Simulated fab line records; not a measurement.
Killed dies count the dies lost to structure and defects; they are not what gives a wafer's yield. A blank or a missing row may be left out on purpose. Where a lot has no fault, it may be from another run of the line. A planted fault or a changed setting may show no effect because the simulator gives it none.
Lot-split experiment | flow n5 finfet | 7 lots, 21 wafers read, on a route of 1938 steps

## ON THE SPLIT
At N5_BEOL_M8_COAT_22 (resist thk 30 nm), the setting spin rpm was moved away from the recipe's 1500 rpm on 7 of the 21 wafers read, by -11.2% to +6.9%. For the rest of the wafers, this setting stayed at what the recipe calls for.

The reading is taken at the split's own step.

## THE READING
CAR-EUV_of_BEOL_M8_COAT_22.thk nm (the simulator's own value, which no gauge read), in nm, at N5_BEOL_M8_COAT_22 (resist thk 30 nm). There is no usual value for it anywhere in the file. Average 29.9 nm, standard deviation 0.12 nm, over the 14 wafers here run with the recipe.

wafer  | tool, chamber at the split | spin rpm as run, rpm | against the recipe | CAR-EUV_of_BEOL_M8_COAT_22.thk nm, nm | against lot-mates on the recipe
L075.1 | litho track-01, 0          | 1500                 | recipe             | 30                                    | -
L075.3 | litho track-01, 0          | 1332                 | -11.2%             | 31.8                                  | +1.8
L075.6 | litho track-01, 0          | 1332                 | -11.2%             | 31.8                                  | +1.8
L080.2 | litho track-04, 0          | 1500                 | recipe             | 29.8                                  | -
L080.5 | litho track-04, 0          | 1500                 | recipe             | 29.8                                  | -
L080.3 | litho track-04, 0          | 1604                 | +6.9%              | 28.8                                  | -1.0
L085.3 | litho track-01, 0          | 1500                 | recipe             | 30                                    | -
L085.6 | litho track-01, 0          | 1500                 | recipe             | 30                                    | -
L085.5 | litho track-01, 0          | 1500                 | recipe             | 30.2                                  | -
L084.1 | litho track-05, 0          | 1500                 | recipe             | 29.8                                  | -
L084.5 | litho track-05, 0          | 1500                 | recipe             | 29.8                                  | -
L084.6 | litho track-05, 0          | 1500                 | recipe             | 30                                    | -
L089.2 | litho track-04, 0          | 1500                 | recipe             | 30                                    | -
L089.5 | litho track-04, 0          | 1348                 | -10.1%             | 31.4                                  | +1.4
L089.6 | litho track-04, 0          | 1348                 | -10.1%             | 31.4                                  | +1.4
L094.1 | litho track-04, 0          | 1554                 | +3.6%              | 29.4                                  | -0.6
L094.4 | litho track-04, 0          | 1554                 | +3.6%              | 29.4                                  | -0.6
L094.2 | litho track-04, 0          | 1500                 | recipe             | 30                                    | -
L096.1 | litho track-05, 0          | 1500                 | recipe             | 30                                    | -
L096.3 | litho track-05, 0          | 1500                 | recipe             | 30                                    | -
L096.6 | litho track-05, 0          | 1500                 | recipe             | 29.8                                  | -

FIT RESULTS
A straight line over all 21 wafers: CAR-EUV_of_BEOL_M8_COAT_22.thk nm changes by -0.157 nm for each +1% of spin rpm; r = -0.99; the points scatter about the line by 0.12 nm.
The same after taking each lot's own level away (the mean of its wafers on the recipe; 21 wafers): -0.151 nm for each +1%; r = -0.99; scatter 0.088 nm.
Per that fit: largest spin rpm move, reading shift of 1.7 nm.
From 29.80 to 30.07 nm: that is the span of the lots' own levels, equal to 2.3 times the standard deviation above.
The two slopes agree, so the slope changes little with the lot-to-lot level.
Check: for one of the wafers moved furthest among these (-11.2%), held out of the fit, the line's prediction against its lot-mates is +1.65 nm. Against them it came out at +1.8 nm.

## ADDITIONAL SPLITS CARRIED BY THESE WAFERS
These wafers also went through other splits before the reading. Each is held against what the fit with the lots' levels taken away leaves over:
other split on the same wafers     | wafers away from the commonest value | r with CAR-EUV_of_BEOL_M8_COAT_22.thk nm (lot level and that fit taken away)
N5_BEOL_M6_EXPOSE_08 dose mj       | 10                                   | -0.05
N5_BEOL_M6_ETCH_62 bias w          | 7                                    | -0.25
N5_BEOL_M6_TRENCH_ETCH_37 bias w   | 8                                    | +0.33
N5_BEOL_M7_VIA_ETCH_34 source w    | 9                                    | -0.16
N5_BEOL_M7_TRENCH_ETCH_37 source w | 9                                    | +0.42

## THE FILE'S OWN FIT
CAR-EUV_of_BEOL_M8_COAT_22.thk nm changes by -0.15 nm for each +1% of spin rpm, r = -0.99.
